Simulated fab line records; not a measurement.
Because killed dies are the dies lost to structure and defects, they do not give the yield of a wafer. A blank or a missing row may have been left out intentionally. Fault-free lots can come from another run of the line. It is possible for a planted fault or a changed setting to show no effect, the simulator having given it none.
Chamber matching + flow n5 finfet + 4 sister chambers for N5_BEOL_M9_STRIP_36 on rie diel-06
The step strips in N2/H2. 16 wafers are shown with their chamber, then 8 later ones without.

## WAFERS WITH THEIR CHAMBER
| wafer  | chamber | showerhead plenum p Torr (Torr) | throttle valve pct (%) | oes product au (a.u.) |
|--------|---------|---------------------------------|------------------------|-----------------------|
| L074.1 | 0       | 2.51                            | 23.40                  | 0.68                  |
| L074.2 | 2       | 2.52                            | 24.11                  | 0.74                  |
| L074.3 | 3       | 2.51                            | 23.85                  | 0.93                  |
| L074.4 | 1       | 2.63                            | 23.84                  | 0.73                  |
| L074.5 | 1       | 2.63                            | 23.84                  | 0.74                  |
| L074.6 | 2       | 2.53                            | 24.06                  | 0.74                  |
| L079.2 | 0       | 2.51                            | 23.39                  | 0.68                  |
| L079.3 | 1       | 2.62                            | 23.88                  | 0.74                  |
| L079.6 | 3       | 2.50                            | 23.88                  | 0.92                  |
| L081.2 | 1       | 2.62                            | 23.87                  | 0.73                  |
| L081.5 | 2       | 2.52                            | 24.11                  | 0.72                  |
| L081.6 | 3       | 2.50                            | 23.90                  | 0.90                  |
| L088.1 | 0       | 2.50                            | 23.11                  | 0.91                  |
| L088.3 | 2       | 2.51                            | 24.13                  | 0.72                  |
| L088.5 | 2       | 2.51                            | 24.13                  | 0.71                  |
| L091.2 | 3       | 2.49                            | 23.92                  | 0.87                  |

SIGNATURES, as means of the wafers listed above
| reading                  | chamber 0 | chamber 1 | chamber 2 | chamber 3 | scatter within a chamber |
|--------------------------|-----------|-----------|-----------|-----------|--------------------------|
| showerhead plenum p Torr | 2.5067    | 2.6250    | 2.5180    | 2.5000    | 0.00734                  |
| throttle valve pct       | 23.3000   | 23.8575   | 24.1080   | 23.8875   | 0.0715                   |
| oes product au           | 0.7567    | 0.7350    | 0.7260    | 0.9050    | 0.0564                   |
Rule: for a wafer and a chamber, the distance is found by dividing, reading by reading, the gap between the wafer's reading and the chamber's mean by the reading's scatter, squaring, summing and taking the root. If the next closest chamber is less than 2 further off than the closest, the wafer can't be placed; otherwise it belongs to the closest. The scatter: the root of (the sum of the squares of (reading less its chamber's mean) over the shown wafers, divided by (wafers less chambers)).

## WAFERS WITH NO CHAMBER GIVEN
| wafer  | showerhead plenum p Torr (Torr) | throttle valve pct (%) | oes product au (a.u.) |
|--------|---------------------------------|------------------------|-----------------------|
| L091.3 | 2.51                            | 24.12                  | 0.74                  |
| L091.4 | 2.51                            | 24.12                  | 0.73                  |
| L093.3 | 2.49                            | 23.90                  | 0.85                  |
| L093.5 | 2.61                            | 23.90                  | 0.70                  |
| L093.6 | 2.50                            | 23.15                  | 0.88                  |
| L094.1 | 2.51                            | 24.11                  | 0.70                  |
| L094.4 | 2.50                            | 23.15                  | 0.87                  |
| L094.5 | 2.50                            | 23.13                  | 0.89                  |

## THE CHAMBER EACH PASSED THROUGH
| wafer  | from the rows above | in truth |
|--------|---------------------|----------|
| L091.3 | 2                   | 2        |
| L091.4 | 2                   | 2        |
| L093.3 | 3                   | 3        |
| L093.5 | 1                   | 1        |
| L093.6 | 0                   | 0        |
| L094.1 | 2                   | 2        |
| L094.4 | 0                   | 0        |
| L094.5 | 0                   | 0        |
Placed correctly: 8 of 8. Can't be placed from these rows: 0. 0 placed wrongly.
